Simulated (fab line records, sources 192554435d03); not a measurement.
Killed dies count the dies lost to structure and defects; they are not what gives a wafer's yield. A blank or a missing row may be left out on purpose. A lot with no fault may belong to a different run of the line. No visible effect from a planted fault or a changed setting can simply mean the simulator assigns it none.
Which tool is to blame?    flow n5 finfet    route of 1938 steps, sampled at 1 step: 24 lots, 72 wafers

## WHAT THE GAUGES SHOWED, per wafer
N5_BEOL_M1_CD_MEAS_35: target cd 18 nm, target cd y 21 nm. Usual: cd nm at 17.9 nm, with a standard deviation of 0.38.
lot   measured      on         cd nm (nm)      flag
L074  day 6 20:58   cd sem-02  17.8 17.6 17.7  
L075  day 6 21:38   cd sem-01  18.1 17.8 18.6  
L076  day 7 03:40   cd sem-01  18.2 18.2 18.0  
L077  day 7 13:56   cd sem-01  17.4 17.7 17.6  
L078  day 7 13:59   cd sem-02  18.1 17.2 18.4  
L079  day 7 14:24   cd sem-01  18.1 18.3 17.1  
L081  day 7 22:16   cd sem-02  18.3 18.2 18.1  
L080  day 7 22:19   cd sem-03  17.3 17.8 18.0  
L082  day 8 10:09   cd sem-03  18.1 18.6 18.2  
L083  day 8 18:25   cd sem-01  17.6 17.9 17.6  
L084  day 8 18:26   cd sem-03  18.0 17.6 18.4  
L086  day 9 05:37   cd sem-01  17.8 18.3 18.2  
L085  day 9 17:46   cd sem-02  17.1 18.5 18.2  
L088  day 9 21:31   cd sem-01  17.7 18.1 17.7  
L087  day 9 21:32   cd sem-02  18.2 17.3 17.7  
L089  day 10 06:12  cd sem-02  17.7 17.7 17.9  
L090  day 10 10:31  cd sem-02  18.0 18.1 18.3  
L092  day 10 18:16  cd sem-02  18.1 17.6 17.8  
L091  day 10 21:46  cd sem-02  17.5 17.5 17.7  
L093  day 11 03:14  cd sem-02  17.8 17.8 18.1  
L094  day 11 03:43  cd sem-03  18.3 18.2 18.4  
L095  day 11 09:58  cd sem-01  18.0 18.3 17.3  
L096  day 11 11:38  cd sem-01  18.6 17.7 17.8  
L097  day 12 06:22  cd sem-01  17.6 17.5 18.2  

## WHICH TOOL RAN EACH LOT (tool, then ch and the chambers of the sampled wafers, then the start)
There is no process step in the record ahead of these readings.

## AS READ BY THE TOOLS THEMSELVES (means over the sampled wafers that have a number; for cases with no such wafer, the mark the record gives instead)
The record holds no such reading with a usual standard deviation.

## THE ANSWER, worked out from the rows above alone
Rule: lot off if the mean of its wafers having a number is beyond 3 standard deviations from the usual mean. A lot without any number at a reading at which 4 lots or more have one is off too. Any other lot the step has rows for is counted as sound. The gauges are gone through in route order, then the tools' own readings, and for those a lot's mean is taken as printed above. At the first step where some lot is off, the reading lying furthest off is the one used; lots without a number count as furthest.
None of the lots is off at any reading shown; this tells nothing.

## WHAT WAS PUT IN BY THE SIMULATOR
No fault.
